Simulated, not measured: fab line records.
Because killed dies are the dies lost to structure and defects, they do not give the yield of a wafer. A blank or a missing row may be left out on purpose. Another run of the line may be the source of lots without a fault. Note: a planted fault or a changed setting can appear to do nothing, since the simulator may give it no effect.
Matching of chambers -- flow nandHarc -- 4 sister chambers for NHARC_P_BONDPAD_STRIP_15 on rieDiel-03
The step strips in O2. 8 wafers are shown with their chamber, then 11 later ones without.

## WAFERS PAIRED WITH THEIR CHAMBERS
wafer,chamber,showerheadPlenumPTorr (Torr),drypumpMotorCurrentA (A)
L085.1,1,3.73,5.9
L085.6,2,3.35,5.4
L085.2,0,3.76,5.0
L085.5,3,3.68,6.0
L088.1,2,3.35,5.4
L088.5,3,3.68,6.0
L088.6,0,3.76,5.0
L092.2,1,3.72,5.8

## WAFERS WITHOUT THEIR CHAMBER
wafer,showerheadPlenumPTorr (Torr),drypumpMotorCurrentA (A)
L092.3,3.76,5.0
L092.4,3.35,5.4
L094.1,3.72,5.8
L094.4,3.35,5.4
L094.5,3.76,5.0
L095.1,3.68,5.9
L095.5,3.72,5.8
L095.6,3.35,5.4
L096.1,3.72,5.9
L096.3,3.76,5.0
L096.5,3.72,5.9

## CHAMBER TAKEN BY EACH
wafer,from the rows above,in truth
L092.3,0,0
L092.4,2,2
L094.1,1,1
L094.4,2,2
L094.5,0,0
L095.1,3,3
L095.5,1,1
L095.6,2,2
L096.1,1,1
L096.3,0,0
L096.5,1,1
Correctly placed: 11 of 11. Not placeable from these rows: 0. Wrongly placed: 0.
How it was worked out, from the rows above alone: a wafer's distance from a chamber is the root of the sum, over the readings, of the square of ((its reading less the chamber's mean) divided by the reading's scatter). If the next closest chamber is less than 2 further off than the closest, the wafer can't be placed; otherwise it belongs to the closest. A chamber's mean is the mean of its shown wafers. How the scatter is found: for the shown wafers, subtract from each reading the mean of its chamber, square and add these, divide the total by (wafers less chambers), then take the root.
